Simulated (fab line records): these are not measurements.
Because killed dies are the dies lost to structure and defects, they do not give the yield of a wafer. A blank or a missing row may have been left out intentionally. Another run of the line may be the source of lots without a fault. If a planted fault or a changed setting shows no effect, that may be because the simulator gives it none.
fab line records + flow n5Finfet
record
- lots=7
- wafers=21
route steps=1938 shown PASSIVATION@1931
startH: start of the lot's first displayed wafer, in hours after the record's first day + waitH: hours elapsed since this lot's preceding step + " identical to the entry in the row above + L1.1+2: one row covering several wafers at once + - either no value or no given start + * or withheld: withheld + < > ~ a bound
route shown NAME@n: a module of which the file shows steps, and the number in the route of the first + usual: the fault-free wafers' mean and standard deviation + same: alike in all rows + chamber/n: place in a boat + sites: per-site readings + _std_site: the standard deviation of these + _edge_site: outer sites' mean less inner sites' + radiusMm: for every site, how far away it sits from the centre of the wafer + mask NAME#n: copy n + behind: the most recent tool/chamber to have shaped the wafer + hold: why the lot went on hold/how many hours it stayed there/how the hold came to an end + device: transistor that didn't switch, given as n, p or np + end of line: the route-end tests of the same wafers + a step given without rows: its recipe and nothing more + killed: dies lost to structure and defects at the first sort, not the wafer's yield + map: a wafer's dies, marking killed ones x, the rest . and places with no die _
set.NAME: the setting the step ran with; set.NAME@STEP: the setting that earlier step ran with + model.NAME: the simulator's own value behind a step, which no gauge read
lots run with intentionally changed settings; tables by step, rows by wafer
## steps
# step N5_PASSIVATION_STRIP_48
# recipe
- chemistry=O2
- powerW=600
- tempC=60
- pressureMtorr=30
- rfFrequencyHz=6e+07
- biasPowerW=0
- overashFraction=0.5
- o2FlowSccm=225
| lot.wafer  | tool       | chamber | startH | waitH | set.tempC |
|------------|------------|---------|--------|-------|-----------|
| L076.1+3+5 | rieDiel-05 | 3,2,2   | 295.43 | 0.1   | 60        |
| L078.3+4   | rieDiel-01 | 0,3     | 295.72 | 0.1   | 60        |
| L078.6     | "          | 1       | "      | "     | 58.78     |
| L077.2+3   | rieDiel-01 | 1,0     | 301.31 | 0.1   | 60        |
| L077.6     | "          | 1       | "      | "     | 62.53     |
| L080.3+4+5 | rieDiel-01 | 2,0,1   | 312.69 | 0.1   | 60        |
| L083.3     | rieDiel-01 | 1       | 322.99 | 0.1   | 60        |
| L083.5+6   | "          | 2,1     | "      | "     | 56.76     |
| L086.1+5   | rieDiel-01 | 0,1     | 341.49 | 0.1   | 61.56     |
| L086.3     | "          | 2       | "      | "     | 60        |
| L091.1+3   | rieDiel-05 | 1,0     | 385.66 | 0.1   | 60        |
| L091.4     | "          | 2       | "      | "     | 62.02     |
# step N5_PASSIVATION_STRIP_52
# recipe
- chemistry=postEtchResidueRemover
- timeS=1200
- tempC=72.5
# step N5_PASSIVATION_CLEAN_71
# recipe
- chemistry=IPA
- timeS=180
- tempC=25
# step N5_PASSIVATION_SRD_72
# recipe
- dry=ipaMarangoni
- timeS=30
- tempC=23
- rinseLiquid=diw
# step N5_PASSIVATION_ANNEAL_56
# recipe
- tempC=400
- timeS=1800
- ambient=FGA
- idleTempC=300
- rampUpCPerMin=5
- rampDownCPerMin=3
# step N5_PASSIVATION_PROBE_49
# usual
- defectLimitedYield=91.3/1.5
- killed_at_M0_to_M3=33/12
- killed_at_M4_up=13/5.2
- killedAtContacts=13/6.7
- killedAtFrontEnd=40/11
- killedAtOther=4.1/2.7
- killedDies=103/17
- killedOpen=69/13
- killedShort=33/8.4
- sort_bin_4_leakage=0/0
- sort_bin_5_function=5.1/1
- sort_bin_6_memory=3.2/0.62
- sortNPass=1077/17
- sortYieldPct=91.3/1.5
# same
- grossDies=1180
- killedAtBackSide=0
- sort_bin_8_speed[%]=0
| lot.wafer | tool      | chamber | startH | waitH | set.developTimeS@PASSIVATION_DEVELOP_43 | defectLimitedYield[%] | killed_at_M0_to_M3 | killed_at_M4_up | killedAtContacts | killedAtFrontEnd | killedAtOther | killedDies | killedOpen | killedShort | sort_bin_4_leakage[%] | sort_bin_5_function[%] | sort_bin_6_memory[%] | sortNPass | sortYieldPct[%] |
|-----------|-----------|---------|--------|-------|-----------------------------------------|-----------------------|--------------------|-----------------|------------------|------------------|---------------|------------|------------|-------------|-----------------------|------------------------|----------------------|-----------|-----------------|
| L076.1    | prober-02 | -       | 297.92 | 0.0   | 60                                      | 90.8                  | 15                 | 8               | 20               | 55               | 10            | 108        | 64         | 40          | 0                     | 5.8                    | 3.0                  | 1072      | 90.8            |
| L076.3    | prober-02 | -       | 298.02 | 0.1   | 60                                      | 89.8                  | 30                 | 6               | 26               | 55               | 3             | 120        | 80         | 40          | 0                     | 5.3                    | 4.0                  | 1060      | 89.8            |
| L076.5    | prober-02 | -       | 298.12 | 0.2   | 60                                      | 91.1                  | 19                 | 10              | 17               | 49               | 10            | 105        | 68         | 37          | 0                     | 5.6                    | 2.9                  | 1075      | 91.1            |
| L078.3    | prober-01 | -       | 299.51 | 0.1   | 60                                      | 36.4                  | 43                 | 24              | 9                | 664              | 10            | 750        | 81         | 42          | 0                     | 6.2                    | 3.8                  | 430       | 36.4            |
| L078.4    | prober-01 | -       | 299.56 | 0.2   | 60                                      | 14.2                  | 22                 | 30              | 4                | 950              | 6             | 1012       | 56         | 27          | 0                     | 4.1                    | 2.7                  | 168       | 14.2            |
| L078.6    | prober-01 | -       | 299.66 | 0.3   | 60                                      | 39.7                  | 34                 | 26              | 2                | 643              | 6             | 711        | 64         | 32          | 0                     | 4.7                    | 3.6                  | 469       | 39.7            |
| L077.2    | prober-02 | -       | 303.85 | 0.1   | 72.05                                   | 92.5                  | 35                 | 16              | 8                | 25               | 4             | 88         | 64         | 22          | 0                     | 4.7                    | 2.4                  | 1092      | 92.5            |
| L077.3    | prober-02 | -       | 303.90 | 0.1   | 60                                      | 44.7                  | 538                | 66              | 12               | 31               | 6             | 653        | 75         | 36          | 0                     | 33.9                   | 18.1                 | 527       | 44.7            |
| L077.6    | prober-02 | -       | 304.05 | 0.3   | 60                                      | 46.4                  | 559                | 13              | 15               | 41               | 5             | 633        | 72         | 41          | 0                     | 31.7                   | 17.9                 | 547       | 46.4            |
| L080.3    | prober-02 | -       | 315.30 | 0.1   | 60                                      | 89.7                  | 57                 | 18              | 6                | 35               | 6             | 122        | 65         | 47          | 0                     | 6.6                    | 3.2                  | 1058      | 89.7            |
| L080.4    | prober-02 | -       | 315.35 | 0.2   | 53.46                                   | 91.9                  | 30                 | 17              | 12               | 28               | 9             | 96         | 57         | 27          | 0                     | 5.7                    | 2.2                  | 1084      | 91.9            |
| L080.5    | prober-02 | -       | 315.40 | 0.2   | 60                                      | 89.5                  | 46                 | 12              | 9                | 53               | 4             | 124        | 82         | 41          | 0                     | 5.7                    | 4.5                  | 1056      | 89.5            |
| L083.3    | prober-01 | -       | 325.58 | 0.1   | 47.65                                   | 92.5                  | 25                 | 14              | 8                | 34               | 8             | 89         | 52         | 33          | 0                     | 3.8                    | 3.5                  | 1091      | 92.5            |
| L083.5    | prober-01 | -       | 325.68 | 0.2   | 60                                      | 91.5                  | 33                 | 10              | 7                | 47               | 3             | 100        | 62         | 37          | 0                     | 4.9                    | 2.9                  | 1080      | 91.5            |
| L083.6    | prober-01 | -       | 325.73 | 0.3   | 60                                      | 93.4                  | 21                 | 7               | 18               | 28               | 4             | 78         | 37         | 40          | 0                     | 3.4                    | 3.0                  | 1102      | 93.4            |
| L086.1    | prober-01 | -       | 344.00 | 0.0   | 60                                      | 18.6                  | 16                 | 14              | 24               | 904              | 2             | 960        | 67         | 29          | 0                     | 5.1                    | 2.8                  | 220       | 18.6            |
| L086.3    | prober-01 | -       | 344.10 | 0.1   | 60                                      | 2.7                   | 16                 | 13              | 15               | 1101             | 3             | 1148       | 84         | 25          | 1.95                  | 5.3                    | 3.6                  | 9         | 0.8             |
| L086.5    | prober-01 | -       | 344.20 | 0.2   | 51.67                                   | 8.4                   | 25                 | 18              | 17               | 1018             | 3             | 1081       | 89         | 33          | 6.69                  | 6.0                    | 3.9                  | 20        | 1.7             |
| L091.1    | prober-02 | -       | 388.15 | 0.0   | 67.04                                   | 90.2                  | 40                 | 20              | 4                | 46               | 6             | 116        | 86         | 27          | 0                     | 6.1                    | 3.6                  | 1064      | 90.2            |
| L091.3    | prober-02 | -       | 388.25 | 0.1   | 60                                      | 87.2                  | 29                 | 88              | 8                | 24               | 2             | 151        | 49         | 24          | 0                     | 9.8                    | 2.8                  | 1029      | 87.2            |
| L091.4    | prober-02 | -       | 388.30 | 0.2   | 67.04                                   | 46.5                  | 38                 | 11              | 5                | 572              | 5             | 631        | 53         | 31          | 0                     | 4.0                    | 2.8                  | 549       | 46.5            |
# killed by level:class
L076.1 FIN_SAQP:geometricParticle:open=17 MOL_CONTACT_COAG:geometricParticle:open=16 FIN_SAQP:geometricParticle:short=11 GATE_CUT:geometricParticle:short=9 STI_FIN_REVEAL:geometricParticle:open=5 BEOL_M0_SAQP:geometricParticle:open=5 MOL_CONTACT_COAG:geometricParticle:short=4 BEOL_M5:geometricParticle:open=4
L076.3 STI_FIN_REVEAL:geometricParticle:open=24 MOL_CONTACT_COAG:geometricParticle:open=19 FIN_SAQP:geometricParticle:open=9 GATE_CUT:geometricParticle:short=7 BEOL_M3:geometricParticle:open=7 MOL_CONTACT_COAG:geometricParticle:short=7 FIN_SAQP:geometricParticle:short=6 BEOL_M1:geometricParticle:short=5
L076.5 FIN_SAQP:geometricParticle:open=18 MOL_CONTACT_COAG:geometricParticle:open=14 STI_FIN_REVEAL:geometricParticle:open=7 BEOL_M0_SAQP:geometricParticle:open=7 GATE_CUT:geometricParticle:short=6 FIN_SAQP:geometricParticle:short=5 STI_FIN_REVEAL:geometricParticle:short=5 GATE_CUT:geometricParticle:open=3
L078.3 HKMG_FIN:areaEtch=625 STI_FIN_REVEAL:geometricParticle:open=13 BEOL_M4:geometricParticle:open=8 BEOL_M0_SAQP:geometricParticle:open=8 BEOL_M0_SAQP:geometricParticle:short=8 MOL_CONTACT_COAG:geometricParticle:open=7 BEOL_M3:geometricParticle:open=7 STARTING-WAFER:geometricParticle:short=6
L078.4 HKMG_FIN:areaEtch=925 BEOL_M4:geometricParticle:open=15 BEOL_M3:geometricParticle:open=7 BEOL_M0_SAQP:geometricParticle:short=6 STARTING-WAFER:geometricParticle:short=6 GATE_CUT:geometricParticle:short=4 BEOL_M6:geometricParticle:open=4 STI_FIN_REVEAL:geometricParticle:open=3
L078.6 HKMG_FIN:areaEtch=607 BEOL_M4:geometricParticle:open=18 STI_FIN_REVEAL:geometricParticle:open=14 BEOL_M0_SAQP:geometricParticle:short=6 FIN_SAQP:geometricParticle:open=5 BEOL_M0_SAQP:geometricParticle:open=5 BEOL_M4:geometricParticle:short=5 BEOL_M1:geometricParticle:open=5
L077.2 BEOL_M4:geometricParticle:open=10 BEOL_M0_SAQP:geometricParticle:open=9 BEOL_M2:geometricParticle:open=8 MOL_CONTACT_COAG:geometricParticle:open=7 BEOL_M1:geometricParticle:open=6 FIN_SAQP:geometricParticle:open=5 GATE_CUT:geometricParticle:short=5 BEOL_M0_SAQP:geometricParticle:short=5
L077.3 BEOL_M3:areaExpose=493 BEOL_M4:areaExpose=47 BEOL_M0_SAQP:geometricParticle:short=15 MOL_CONTACT_COAG:geometricParticle:open=10 FIN_SAQP:geometricParticle:open=9 STI_FIN_REVEAL:geometricParticle:open=7 BEOL_M0_SAQP:geometricParticle:open=6 BEOL_M1:geometricParticle:open=6
L077.6 BEOL_M3:areaExpose=520 FIN_SAQP:geometricParticle:short=11 MOL_CONTACT_COAG:geometricParticle:open=11 BEOL_M1:geometricParticle:open=9 STI_FIN_REVEAL:geometricParticle:open=8 BEOL_M0_SAQP:geometricParticle:short=8 FIN_SAQP:geometricParticle:open=6 BEOL_M0_SAQP:geometricParticle:open=6
L080.3 BEOL_M0_SAQP:geometricParticle:open=15 BEOL_M2:geometricParticle:open=13 BEOL_M0_SAQP:geometricParticle:short=10 BEOL_M10:areaPeb=10 FIN_SAQP:geometricParticle:short=9 FIN_SAQP:geometricParticle:open=7 STARTING-WAFER:geometricParticle:short=5 MOL_CONTACT_COAG:geometricParticle:open=4
L080.4 MOL_CONTACT_COAG:geometricParticle:open=10 BEOL_M0_SAQP:geometricParticle:open=8 BEOL_M10:areaPeb=8 BEOL_M1:geometricParticle:open=7 FIN_SAQP:geometricParticle:open=6 BEOL_M0_SAQP:geometricParticle:short=6 GATE_CUT:geometricParticle:short=5 FIN_SAQP:geometricParticle:short=4
L080.5 BEOL_M0_SAQP:geometricParticle:short=15 BEOL_M0_SAQP:geometricParticle:open=11 FIN_SAQP:geometricParticle:open=10 BEOL_M1:geometricParticle:open=10 FIN_SAQP:geometricParticle:short=8 STI_FIN_REVEAL:geometricParticle:open=8 MOL_CONTACT_COAG:geometricParticle:open=8 DUMMY_GATE:geometricParticle:open=7
L083.3 STI_FIN_REVEAL:geometricParticle:open=9 MOL_CONTACT_COAG:geometricParticle:short=6 BEOL_M0_SAQP:geometricParticle:short=6 DUMMY_GATE:geometricParticle:open=5 BEOL_M0_SAQP:geometricParticle:open=5 BEOL_M2:geometricParticle:open=5 GATE_CUT:geometricParticle:open=4 GATE_CUT:geometricParticle:short=4
L083.5 STI_FIN_REVEAL:geometricParticle:open=12 BEOL_M0_SAQP:geometricParticle:short=11 FIN_SAQP:geometricParticle:short=8 BEOL_M2:geometricParticle:open=8 MOL_CONTACT_COAG:geometricParticle:open=7 BEOL_M0_SAQP:geometricParticle:open=6 FIN_SAQP:geometricParticle:open=5 GATE_CUT:geometricParticle:short=5
L083.6 MOL_CONTACT_COAG:geometricParticle:short=12 STI_FIN_REVEAL:geometricParticle:open=7 MOL_CONTACT_COAG:geometricParticle:open=6 STARTING-WAFER:geometricParticle:short=6 BEOL_M0_SAQP:geometricParticle:short=5 BEOL_M2:geometricParticle:open=5 GATE_CUT:geometricParticle:short=4 BEOL_M0_SAQP:geometricParticle:open=4
L086.1 HKMG_FIN:areaEtch=863 MOL_CONTACT_COAG:geometricParticle:open=19 FIN_SAQP:geometricParticle:open=11 BEOL_M4:geometricParticle:open=8 STI_FIN_REVEAL:geometricParticle:open=7 MOL_CONTACT_COAG:geometricParticle:short=5 FIN_SAQP:geometricParticle:short=4 DUMMY_GATE:geometricParticle:short=4
L086.3 HKMG_FIN:areaEtch=1039 FIN_SAQP:geometricParticle:open=20 STI_FIN_REVEAL:geometricParticle:open=12 MOL_CONTACT_COAG:geometricParticle:open=11 FIN_SAQP:geometricParticle:short=8 BEOL_M3:geometricParticle:open=8 DUMMY_GATE:geometricParticle:open=7 BEOL_M4:geometricParticle:open=5
L086.5 HKMG_FIN:areaEtch=959 FIN_SAQP:geometricParticle:open=20 MOL_CONTACT_COAG:geometricParticle:open=14 BEOL_M4:geometricParticle:open=12 STI_FIN_REVEAL:geometricParticle:open=11 GATE_CUT:geometricParticle:short=7 BEOL_M1:geometricParticle:open=6 FIN_SAQP:geometricParticle:short=4
L091.1 STI_FIN_REVEAL:geometricParticle:open=16 BEOL_M2:geometricParticle:open=12 BEOL_M1:geometricParticle:open=10 FIN_SAQP:geometricParticle:open=6 BEOL_M3:geometricParticle:open=6 FIN_SAQP:geometricParticle:short=5 BEOL_M0_SAQP:geometricParticle:open=5 DUMMY_GATE:geometricParticle:short=5
L091.3 BEOL_M10:areaPeb=77 BEOL_M2:geometricParticle:open=11 BEOL_M1:geometricParticle:open=9 FIN_SAQP:geometricParticle:open=6 MOL_CONTACT_COAG:geometricParticle:open=6 STI_FIN_REVEAL:geometricParticle:open=4 BEOL_M4:geometricParticle:open=4 FIN_SAQP:geometricParticle:short=3
L091.4 HKMG_FIN:areaEtch=547 BEOL_M3:geometricParticle:open=9 BEOL_M1:geometricParticle:open=8 BEOL_M4:geometricParticle:open=7 BEOL_M0_SAQP:geometricParticle:short=6 BEOL_M2:geometricParticle:open=5 FIN_SAQP:geometricParticle:short=4 BEOL_M3:geometricParticle:short=4
## key
split
- step=N5_PASSIVATION_STRIP_48
- setting=tempC
- stated=60
- by=wafer
response none clear
split outsideThisFile step=N5_PASSIVATION_DEVELOP_43 setting=developTimeS
# split outsideThisFile: this setting was split too, and the file shows its column; the key of that split is in another file
